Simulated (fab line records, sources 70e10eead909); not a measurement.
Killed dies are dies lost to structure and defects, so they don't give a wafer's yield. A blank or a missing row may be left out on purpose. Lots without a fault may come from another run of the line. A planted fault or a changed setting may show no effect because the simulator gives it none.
Chamber matching | flow nand_harc | NHARC_A_DECK1_JOINT_CMP_02 on cmp-03: 4 sister chambers
The step polishes SiOx. 8 wafers are shown with their chamber, then 8 later ones without.

WAFERS WITH THEIR CHAMBER
wafer  | chamber | motor_current_A (A)
L077.6 | 3       | 9.9
L081.1 | 3       | 9.1
L085.5 | 1       | 10.9
L085.6 | 2       | 12.6
L087.3 | 0       | 13.2
L087.4 | 1       | 10.5
L087.5 | 0       | 12.9
L088.2 | 2       | 12.0

WAFERS WITHOUT THEIR CHAMBER
wafer  | motor_current_A (A)
L088.5 | 12.9
L088.6 | 9.8
L094.1 | 13.2
L094.2 | 11.4
L094.4 | 9.1
L096.1 | 10.7
L096.3 | 12.7
L096.5 | 12.4

WHICH CHAMBER EACH WENT THROUGH
wafer  | from the rows above     | in truth
L088.5 | can't be placed: 0 or 2 | 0
L088.6 | can't be placed: 3 or 1 | 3
L094.1 | can't be placed: 0 or 2 | 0
L094.2 | can't be placed: 1 or 2 | 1
L094.4 | 3                       | 3
L096.1 | 1                       | 1
L096.3 | can't be placed: 0 or 2 | 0
L096.5 | can't be placed: 2 or 0 | 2
Placed correctly: 2 of 8. Can't be placed from these rows: 6 (the true chamber is among the candidates in 6). Placed wrongly: 0.
How it was worked out, from the rows above alone: a wafer's distance from a chamber is the root of the sum, over the readings, of the square of ((its reading less the chamber's mean) divided by the reading's scatter). The wafer belongs to the nearest chamber; if the next one is less than 2 further off, it can't be placed. A chamber's mean is the mean of its shown wafers. The scatter: the root of (the sum of the squares of (reading less its chamber's mean) over the shown wafers, divided by (wafers less chambers)).
